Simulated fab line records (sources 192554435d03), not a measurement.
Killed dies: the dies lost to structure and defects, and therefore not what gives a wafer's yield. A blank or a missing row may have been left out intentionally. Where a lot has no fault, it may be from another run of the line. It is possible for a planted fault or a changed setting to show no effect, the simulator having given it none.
fab line records    flow n5-finfet
[record] lots = 12  wafers = 36  last-day = 20
route steps=1938 shown DUMMY_GATE@219
lots that met no fault: from a run of the same line without faults
start-h: start of the lot's first displayed wafer, in hours after the record's first day    wait-h: how many hours have passed since the lot's step before this one    " same as the row above    L1.1+2: one row covering several wafers at once    - value missing, or start not given    * or withheld: withheld    < > ~ a bound
route shown NAME@n: NAME is a module with steps in the file, n the number in the route of the first one    usual: average and standard deviation across the fault-free wafers    same: alike in all rows    chamber/n: place in a boat    sites: readings site by site    _std_site: standard deviation of those values    _edge_site: the outer-site mean with the inner-site mean subtracted    radius-mm: how far each site lies from the wafer's centre    mask NAME#n: copy n    behind: the tool/chamber that last shaped the wafer    hold: cause of the lot's hold/its duration in hours/its outcome    device: transistor that didn't switch, given as n, p or np    end of line: tests of these same wafers at the route's end    a step with no rows: only its recipe    killed: not the wafer's yield, but the dies lost to structure and defects at the first sort    map: dies across one wafer; x = killed, . = not, _ = none there
set.NAME: the run value of the setting; set.NAME@STEP: its run value at that earlier step    model.NAME: the simulator's own value behind a step, which no gauge read
steps of the route over a sample of lots; a table a step, a row a wafer
services: when a tool's chamber went out of use (start-h, in hours from the record's first day, below 0 if earlier), for how many hours, and the reason
[[steps]]
[step N5_DUMMY_GATE_THK_MEAS_05]
[usual] thk-nm = 71.8/1
lot.wafer  tool           chamber  start-h  wait-h  thk-nm
L328.1     film-metro-01  -        51.28    0.1     71.9
L328.5     "              -        "        "       71.8
L328.6     "              -        "        "       71.0
L331.1     film-metro-02  -        67.48    0.1     72.4
L331.2     "              -        "        "       72.6
L331.6     "              -        "        "       72.5
L333.3     film-metro-01  -        79.28    0.2     73.2
L333.4     "              -        "        "       72.4
L333.6     "              -        "        "       73.7
L334.2     film-metro-01  -        87.78    0.2     72.5
L334.5     "              -        "        "       72.4
L334.6     "              -        "        "       71.4
L336.2     film-metro-01  -        96.89    0.2     69.9
L336.5     "              -        "        "       71.0
L336.6     "              -        "        "       69.6
L340.2     film-metro-02  -        119.77   0.1     71.2
L340.5     "              -        "        "       72.2
L340.6     "              -        "        "       70.3
L341.1     film-metro-01  -        124.93   0.2     71.2
L341.2     "              -        "        "       72.2
L341.4     "              -        "        "       71.9
L346.1     film-metro-02  -        156.45   0.2     71.0
L346.2     "              -        "        "       68.9
L346.5     "              -        "        "       70.1
L347.2     film-metro-02  -        161.22   0.1     73.2
L347.3     "              -        "        "       73.7
L347.5     "              -        "        "       72.7
L348.1     film-metro-01  -        167.59   0.2     72.4
L348.4     "              -        "        "       73.7
L348.5     "              -        "        "       72.1
L349.1     film-metro-01  -        173.08   0.2     71.7
L349.4     "              -        "        "       71.2
L349.6     "              -        "        "       70.8
L350.1     film-metro-01  -        179.04   0.2     71.4
L350.4     "              -        "        "       72.7
L350.6     "              -        "        "       71.4
[step N5_DUMMY_GATE_COAT_09]
[recipe] resist = CAR-EUV  spin-rpm = 1500  resist-thk-nm = 30
[usual] resist-line-temp-C = 23.00/0.093  spin-speed-rpm = 1500.0/1.1
lot.wafer  tool            chamber  start-h  wait-h  resist-line-temp-C  spin-speed-rpm
L328.1     litho-track-05  0        55.31    -       23.05               1500.3
L328.5     "               0        "        "       23.03               1499.2
L328.6     "               0        "        "       22.85               1500.2
L331.1     litho-track-02  0        71.53    -       23.08               1500.5
L331.2     "               0        "        "       22.94               1501.5
L331.6     "               0        "        "       23.22               1500.7
L333.3     litho-track-03  0        83.33    -       23.03               1499.3
L333.4     "               0        "        "       23.02               1500.3
L333.6     "               0        "        "       23.03               1500.8
L334.2     litho-track-05  0        91.81    -       22.99               1500.6
L334.5     "               0        "        "       23.11               1499.0
L334.6     "               0        "        "       23.14               1500.0
L336.2     litho-track-05  0        100.93   -       22.87               1500.2
L336.5     "               0        "        "       22.95               1500.1
L336.6     "               0        "        "       22.87               1498.9
L340.2     litho-track-05  0        125.81   -       23.04               1584.3
L340.5     "               0        "        "       23.00               1585.2
L340.6     "               0        "        "       22.99               1584.5
L341.1     litho-track-05  0        128.96   -       23.08               1586.4
L341.2     "               0        "        "       22.84               1586.7
L341.4     "               0        "        "       23.04               1584.6
L346.1     litho-track-03  0        162.44   -       23.01               1498.5
L346.2     "               0        "        "       22.95               1498.8
L346.5     "               0        "        "       23.02               1498.9
L347.2     litho-track-03  0        167.22   -       22.94               1499.0
L347.3     "               0        "        "       23.03               1500.6
L347.5     "               0        "        "       22.88               1500.9
L348.1     litho-track-02  0        171.64   -       22.75               1499.8
L348.4     "               0        "        "       22.90               1499.9
L348.5     "               0        "        "       22.79               1500.7
L349.1     litho-track-02  0        177.13   -       23.23               1500.2
L349.4     "               0        "        "       23.02               1500.8
L349.6     "               0        "        "       23.07               1499.3
L350.1     litho-track-02  0        183.09   -       22.92               1498.0
L350.4     "               0        "        "       23.02               1500.2
L350.6     "               0        "        "       23.02               1499.8
[step N5_DUMMY_GATE_CD_MEAS_15]
[recipe] target-cd-nm = 25.8  landing-energy-ev = 500  detector = se-inlens
[usual] cd-nm = 25.00/0.24
lot.wafer  tool       chamber  start-h  wait-h  cd-nm
L328.1     cd-sem-03  0        55.71    -       25.05
L328.5     "          0        "        "       25.22
L328.6     "          0        "        "       25.31
L331.1     cd-sem-03  0        71.79    -       25.12
L331.2     "          0        "        "       24.63
L331.6     "          0        "        "       24.85
L333.3     cd-sem-01  0        83.59    -       25.00
L333.4     "          0        "        "       24.86
L333.6     "          0        "        "       24.68
L334.2     cd-sem-02  0        92.19    -       24.57
L334.5     "          0        "        "       25.05
L334.6     "          0        "        "       25.20
L336.2     cd-sem-03  0        101.31   -       25.05
L336.5     "          0        "        "       24.91
L336.6     "          0        "        "       24.87
L340.2     cd-sem-02  0        126.07   -       25.30
L340.5     "          0        "        "       24.89
L340.6     "          0        "        "       24.87
L341.1     cd-sem-02  0        129.22   -       25.00
L341.2     "          0        "        "       24.87
L341.4     "          0        "        "       24.65
L346.1     cd-sem-03  0        162.70   -       25.34
L346.2     "          0        "        "       25.37
L346.5     "          0        "        "       24.81
L347.2     cd-sem-01  0        167.61   -       24.85
L347.3     "          0        "        "       25.02
L347.5     "          0        "        "       25.12
L348.1     cd-sem-01  0        172.02   -       25.36
L348.4     "          0        "        "       25.02
L348.5     "          0        "        "       24.95
L349.1     cd-sem-03  0        177.55   -       24.81
L349.4     "          0        "        "       24.59
L349.6     "          0        "        "       24.79
L350.1     cd-sem-02  0        183.47   -       24.76
L350.4     "          0        "        "       25.32
L350.6     "          0        "        "       25.03
[step N5_DUMMY_GATE_ETCH_36]
[recipe] chemistry = CF4  target = SiARC  target-depth-a = 130  pressure-mtorr = 40  source-w = 545  bias-w = 36  Ar_flow_sccm = 100  cf4-flow-sccm = 100  ion-energy-ev = 80
[usual] drypump-motor-current-A = 5.3/0.44  oes-product-au = 0.77/0.062  rf-vpp-V = 184.8/1.1  showerhead-plenum-p-Torr = 2.20/0.06  throttle-valve-pct = 15.63/0.22
lot.wafer  tool         chamber  start-h  wait-h  drypump-motor-current-A  oes-product-au  rf-hours-counter-h  rf-vpp-V  showerhead-plenum-p-Torr  throttle-valve-pct
L328.1     rie-diel-04  0        56.05    0.0     6.1                      0.71            208                 185.2     2.20                      15.88
L328.5     "            3        "        "       5.7                      0.80            -                   184.5     2.16                      15.42
L328.6     "            2        "        "       5.5                      0.74            -                   183.9     2.14                      15.64
L331.1     rie-diel-02  0        72.03    0.0     5.0                      0.71            165                 184.7     2.22                      15.70
L331.2     "            3        "        "       5.5                      0.86            50                  185.4     2.26                      15.30
L331.6     "            3        "        "       5.5                      0.86            -                   186.4     2.26                      15.29
L333.3     rie-diel-01  2        83.82    0.0     4.9                      0.79            122                 183.1     2.15                      15.70
L333.4     "            1        "        "       5.7                      0.72            199                 185.9     2.22                      15.88
L333.6     "            0        "        "       5.5                      0.79            -                   185.1     2.24                      15.38
L334.2     rie-diel-02  0        92.46    0.0     5.0                      0.71            171                 186.2     2.21                      15.70
L334.5     "            3        "        "       5.5                      0.84            -                   184.5     2.26                      15.31
L334.6     "            2        "        "       4.8                      0.89            -                   185.5     2.26                      15.89
L336.2     rie-diel-04  0        101.55   0.0     6.1                      0.70            223                 185.5     2.20                      15.90
L336.5     "            0        "        "       6.1                      0.71            -                   185.3     2.20                      15.92
L336.6     "            1        "        "       6.1                      0.69            -                   181.9     2.04                      15.70
L340.2     rie-diel-01  3        126.49   0.0     4.6                      0.75            155                 185.5     2.23                      15.49
L340.5     "            1        "        "       5.8                      0.71            -                   184.4     2.21                      15.92
L340.6     "            2        "        "       4.9                      0.78            -                   183.5     2.15                      15.76
L341.1     rie-diel-01  1        129.45   0.0     5.8                      0.71            217                 184.3     2.21                      15.92
L341.2     "            3        "        "       4.6                      0.75            156                 186.7     2.23                      15.49
L341.4     "            2        "        "       4.9                      0.77            140                 183.3     2.15                      15.74
L346.1     rie-diel-04  1        162.93   0.0     6.1                      0.69            228                 181.8     2.03                      15.75
L346.2     "            3        "        "       5.6                      0.78            130                 185.8     2.15                      15.47
L346.5     "            1        "        "       6.1                      0.68            -                   181.3     2.03                      15.75
L347.2     rie-diel-02  1        167.84   0.0     5.1                      0.76            145                 185.1     2.23                      15.42
L347.3     "            0        "        "       5.1                      0.70            192                 184.7     2.21                      15.76
L347.5     "            2        "        "       4.8                      0.85            -                   185.8     2.25                      15.92
L348.1     rie-diel-02  1        172.43   0.0     5.0                      0.75            147                 185.7     2.23                      15.45
L348.4     "            1        "        "       5.1                      0.77            -                   184.8     2.23                      15.42
L348.5     "            0        "        "       5.0                      0.70            -                   185.2     2.21                      15.75
L349.1     rie-diel-02  0        177.79   0.0     5.1                      0.69            197                 184.7     2.21                      15.77
L349.4     "            2        "        "       4.8                      0.85            73                  186.5     2.25                      15.94
L349.6     "            1        "        "       5.1                      0.75            -                   184.8     2.23                      15.40
L350.1     rie-diel-04  3        184.01   0.0     5.6                      0.77            138                 184.0     2.15                      15.49
L350.4     "            2        "        "       5.5                      0.71            -                   183.8     2.12                      15.72
L350.6     "            3        "        "       5.6                      0.76            -                   184.9     2.15                      15.49
[[services]]
tool            chamber  start-h  hours  kind
rie-diel-04     3        40.64    4.0    repair
litho-track-02  -        52.75    -      consumable-replace:filter
rie-diel-04     3        87.56    2.5    repair
rie-diel-02     0        100.91   6.0    repair
rie-diel-02     2        137.47   6.3    repair
rie-diel-02     3        164.68   12.2   repair
rie-diel-04     1        180.16   11.0   repair
[[key]]
[first-sign] step = N5_DUMMY_GATE_COAT_09  reading = spin-speed-rpm  direction = up  sigmas = 81  usual = *  struck = *
effect none on later readings
met-at N5_DUMMY_GATE_COAT_09
struck-lots L340,L341
tester-left-out L340,L341
not-acting-at N5_DUMMY_GATE_THK_MEAS_05,N5_DUMMY_GATE_CD_MEAS_15,N5_DUMMY_GATE_ETCH_36
onset-between 100.93 125.81
[fault] kind = process-parameter-drift  tool = litho-track-05  chamber = -  onset-h = 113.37  steps = N5_DUMMY_GATE_COAT_09  channel = spin-rpm  offset = *  shape = step  end-h = 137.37  acts-in = *  stated = *
// tester-left-out: of these lots the tester's yield and bins aren't shown, on N5 and GAA mostly nor the transistor test; their killed dies are dies lost to structure and defects alone, not to doping, threshold or leakage, so they don't give the yield
